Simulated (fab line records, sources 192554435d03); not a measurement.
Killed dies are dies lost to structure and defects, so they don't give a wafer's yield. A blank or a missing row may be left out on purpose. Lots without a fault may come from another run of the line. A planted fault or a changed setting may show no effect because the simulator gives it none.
A struck lot beside a sound one | flow n5_finfet | 15 steps out of a route of 1938
Sound: wafers L951.1, L951.2, L951.5. Struck: wafer L959.3. (L959.1, L959.5 of the same lot were not struck and are left out.) The cause comes at the end.
At each step with rows: each side's tool, then ch and its chambers, then its first start. Under that, the readings that differ: sound wafers | struck wafers | difference of the means | sigmas: that difference in standard deviations of wafers without a fault.
alike: readings whose means differ by less than 2 such deviations, and words and numbers that are the same on both sides. not compared: withheld readings, readings that some wafer has no value for, bounds like >300 that may hide the same value, and numbers for which the record gives no deviation and whose values overlap.
The two part at a step that has a row with sigmas, a row that says differs or no value, or rows on one side only. Numbers that don't overlap but have no deviation are shown without sigmas and don't part them. A reading that every wafer of one side lacks parts them only if that side has two wafers or more.

first, 8 steps without rows for these wafers: N5_PASSIVATION_HMDS_03 (time 60 s); N5_PASSIVATION_COAT_04; N5_PASSIVATION_EBR_06; N5_PASSIVATION_SOFTBAKE_05 (time 90 s); N5_PASSIVATION_EXPOSE_07 (exposes mask TV, defocus 0 nm, target cd 3000 nm); N5_PASSIVATION_PEB_08; N5_PASSIVATION_DEVELOP_09 (develop time 60 s); N5_PASSIVATION_HARDBAKE_11 (time 120 s).
N5_PASSIVATION_CD_MEAS_10: target cd 3000 nm.
  sound on cd_sem-03 ch 0, day 12 15:55; struck on cd_sem-03 ch 0, day 14 17:08
  alike: cd_nm
N5_PASSIVATION_OVL_MEAS_60:
  sound on overlay-01 ch 0, day 12 15:57; struck on overlay-02 ch 0, day 14 17:10
  alike: TV_OVL
N5_PASSIVATION_INSPECT_61: inspects for defects (macro).
  sound on defect_inspect-02, day 12 15:58; struck on defect_inspect-01, day 14 17:11
  alike: raw_defect_count
N5_PASSIVATION_DESCUM_12: chemistry O2, time 7.9 s.
  sound on rie_diel-01 ch 0,2, day 12 16:34; struck on rie_diel-01 ch 3, day 14 17:13
  reading                         | sound          | struck | difference | sigmas
  showerhead_plenum_p_Torr (Torr) | 2.15 2.16 2.15 | 2.02   | -0.13      | -2
  alike: drypump_motor_current_A, o2_flow_sccm, oes_product_au, rf_vpp_V, throttle_valve_pct
  not compared: rf_hours_counter_h
N5_PASSIVATION_PASS_ETCH_74: etches SiNx in CF4/O2, target depth 220 nm, time 110 s.
  sound on rie_diel-01 ch 0,2, day 12 16:38; struck on rie_diel-01 ch 3, day 14 17:17
  reading                         | sound             | struck | difference | sigmas
  cf4_flow_sccm (sccm)            | 100.2 100.5 99.8  | 160.1  | +59.9      | +99 or more
  oes_o_777_au (a.u.)             | 0.97 0.72 0.98    | 0.45   | -0.44      | -6
  rf_vpp_V (V)                    | 243.7 241.4 243.4 | 251.9  | +9.1       | +4
  showerhead_plenum_p_Torr (Torr) | 2.26 2.27 2.26    | 2.51   | +0.25      | +4
  throttle_valve_pct (%)          | 15.76 16.01 15.76 | 18.08  | +2.24      | +10
  model.etch.depth_nm (nm)        | 226.8 216.7 226.9 | 231.5  | +8.0       |
  alike: drypump_motor_current_A, oes_product_au
  not compared: rf_hours_counter_h, model.coat_of_PASSIVATION_COAT_04.thk_nm
N5_PASSIVATION_VIA_ETCH_13: etches SiO2 in CHF3/O2, target depth 660 nm, time 330 s.
  sound on rie_diel-01 ch 0,2, day 12 16:43; struck on rie_diel-01 ch 3, day 14 17:23
  reading                         | sound          | struck | difference | sigmas
  showerhead_plenum_p_Torr (Torr) | 2.47 2.49 2.47 | 2.32   | -0.16      | -3
  alike: drypump_motor_current_A, etch_rf_on_time_s, oes_o_777_au, oes_product_au, rf_vpp_V, throttle_valve_pct
  not compared: rf_hours_counter_h
N5_PASSIVATION_PROBE_49:
  sound on prober-02, day 12 23:49; struck on prober-02, day 14 23:53
  alike: defect_limited_yield, killed_at_M0_to_M3, killed_at_M4_up, killed_at_contacts, killed_at_front_end, killed_at_other, killed_dies, killed_on_rim, killed_open, killed_short, sort_bin_5_function, sort_bin_6_memory, sort_n_pass, sort_yield_pct

WHERE THEY PART
First at N5_PASSIVATION_DESCUM_12; last, within this record, at N5_PASSIVATION_VIA_ETCH_13. Later steps at which nothing parts them and some readings are alike: N5_PASSIVATION_PROBE_49.

WHY: what the simulator had put in
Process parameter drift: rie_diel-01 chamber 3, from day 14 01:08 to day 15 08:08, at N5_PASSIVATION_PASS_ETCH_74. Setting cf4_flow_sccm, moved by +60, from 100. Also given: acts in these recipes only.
